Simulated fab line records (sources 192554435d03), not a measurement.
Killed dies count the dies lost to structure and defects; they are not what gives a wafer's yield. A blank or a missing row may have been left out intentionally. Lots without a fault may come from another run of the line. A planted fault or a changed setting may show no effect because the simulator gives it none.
Split-lot study | flow n5Finfet | 7 lots, 21 wafers read, on a route of 1938 steps

SPLIT DETAILS
At N5_SD_EPI_P_EPI_21 (deposits SiGe:B, time 355 s), the setting epiGrowthTimeS was moved away from the recipe's 355 s on 5 of the 21 wafers read, by -8.6% to +3.3%. This setting was run at the recipe's value on the other wafers.

FROM THE SPLIT TO THE READING: what the file shows between them, 7 steps
- N5_SD_EPI_P_HM_STRIP_48: strips SiNx in H3PO4, material SiNx, target depth 3 nm
- N5_SD_EPI_P_SRD_49: time 30 s
- N5_SD_EPI_P_PRECLEAN_24: cleans in O3/DIW, time 45 s
- N5_SD_EPI_P_PRECLEAN_32: cleans in dHF, time 10 s
- N5_SD_EPI_P_PRECLEAN_33: cleans in SC2, time 45 s
- N5_SD_ACTIVATION_RTA_00: time 0 s
- N5_SD_ACTIVATION_LSA_01: time 0.0008 s

THE READING
RS_SD_P, in ohm/sq, at N5_SD_ACTIVATION_RS_MEAS_03 (measures by four-point-probe). Typical for fault-free wafers on this fab line: 55.9 ohm/sq, with standard deviation 0.96 ohm/sq.

wafer  | tool, chamber at the split | epiGrowthTimeS as run, s | against the recipe | RS_SD_P, ohm/sq | against lot-mates on the recipe
L078.1 | epiRpcvd-01, 0             | 355                      | recipe             | 55.7            | -
L078.2 | epiRpcvd-01, 0             | 344.9                    | -2.8%              | 57.6            | +1.7
L078.4 | epiRpcvd-01, 0             | 355                      | recipe             | 56.1            | -
L079.4 | epiRpcvd-03, 0             | 355                      | recipe             | 57.0            | -
L079.5 | epiRpcvd-03, 0             | 355                      | recipe             | 57.0            | -
L079.6 | epiRpcvd-03, 0             | 355                      | recipe             | 56.9            | -
L080.2 | epiRpcvd-03, 0             | 340.3                    | -4.1%              | 56.8            | +1.2
L080.3 | epiRpcvd-03, 0             | 340.3                    | -4.1%              | 56.2            | +0.6
L080.5 | epiRpcvd-03, 0             | 355                      | recipe             | 55.6            | -
L081.1 | epiRpcvd-01, 0             | 355                      | recipe             | 55.6            | -
L081.2 | epiRpcvd-01, 0             | 355                      | recipe             | 55.9            | -
L081.3 | epiRpcvd-01, 0             | 355                      | recipe             | 55.3            | -
L083.2 | epiRpcvd-03, 0             | 355                      | recipe             | 56.1            | -
L083.3 | epiRpcvd-03, 0             | 324.5                    | -8.6%              | 59.8            | +4.0
L083.4 | epiRpcvd-03, 0             | 355                      | recipe             | 55.5            | -
L084.1 | epiRpcvd-04, 0             | 355                      | recipe             | 56.0            | -
L084.2 | epiRpcvd-04, 0             | 355                      | recipe             | 56.9            | -
L084.4 | epiRpcvd-04, 0             | 355                      | recipe             | 57.0            | -
L095.2 | epiRpcvd-01, 0             | 366.7                    | +3.3%              | 54.7            | -0.8
L095.3 | epiRpcvd-01, 0             | 355                      | recipe             | 55.5            | -
L095.5 | epiRpcvd-01, 0             | 355                      | recipe             | 55.4            | -

THE FIT
A straight line over all 21 wafers: RS_SD_P changes by -0.354 ohm/sq for each +1% of epiGrowthTimeS; r = -0.78; the points scatter about the line by 0.7 ohm/sq.
The same after taking each lot's own level away (the mean of its wafers on the recipe; 21 wafers): -0.384 ohm/sq for each +1%; r = -0.91; scatter 0.42 ohm/sq.
That fit puts the effect of the largest move of epiGrowthTimeS on the reading at 3.3 ohm/sq.
The lots' own levels span 55.45 to 56.97 ohm/sq, that is 1.6 times the standard deviation above.
So the lot-to-lot level blurs the effect unless lot-mates are compared.
Check: with one of the wafers moved furthest among these (-8.6%) left out of the fit, the line predicts +2.37 ohm/sq for it against its lot-mates. Against them it came out at +4 ohm/sq.

OTHER SPLITS APPLIED TO THESE WAFERS
Other splits were also applied to these wafers ahead of the reading. Each is held against what the fit with the lots' levels taken away leaves over:
other split on the same wafers          | wafers away from the commonest value | r with RS_SD_P (lot level and that fit taken away)
N5_ZERO_LAYER_EXPOSE_08 doseMj          | 7                                    | +0.25
N5_ZERO_LAYER_DEVELOP_10 developTimeS   | 5                                    | -0.08
N5_PMOS_HMC_CHANNEL_EPI_PEB_07 pebTempC | 5                                    | +0.03
N5_PMOS_HMC_CHANNEL_EPI_DESCUM_14 timeS | 9                                    | +0.07
N5_SD_EPI_N_ETCH_45 targetDepthA        | 7                                    | -0.07
N5_SD_EPI_N_ETCH_16 targetDepthA        | 8                                    | +0.40
N5_SD_EPI_P_ETCH_16 targetDepthA        | 7                                    | -0.23

THE WHOLE CHAIN: every reading that the file lists as answering this split, in the file's order
step                        | what it does                 | reading                                                                          | change (the file's fit)               | r (the file's)
N5_SD_EPI_P_EPI_21          | deposits SiGe:B, time 355 s  | SiGe-B_of_SD_EPI_P_EPI_21.thkNm (the simulator's own value, which no gauge read) | +0.402 nm for each +1% of the setting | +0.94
N5_SD_EPI_P_PRECLEAN_24     | cleans in O3/DIW, time 45 s  | SiGe-B_of_SD_EPI_P_EPI_21.thkNm (the simulator's own value, which no gauge read) | +0.384 nm for each +1% of the setting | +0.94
N5_SD_ACTIVATION_RS_MEAS_03 | measures by four-point-probe | RS_SD_P                                                                          | -0.408 for each +1% of the setting    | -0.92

THE FILE'S OWN FIT
RS_SD_P changes by -0.408 ohm/sq for each +1% of epiGrowthTimeS, r = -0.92.
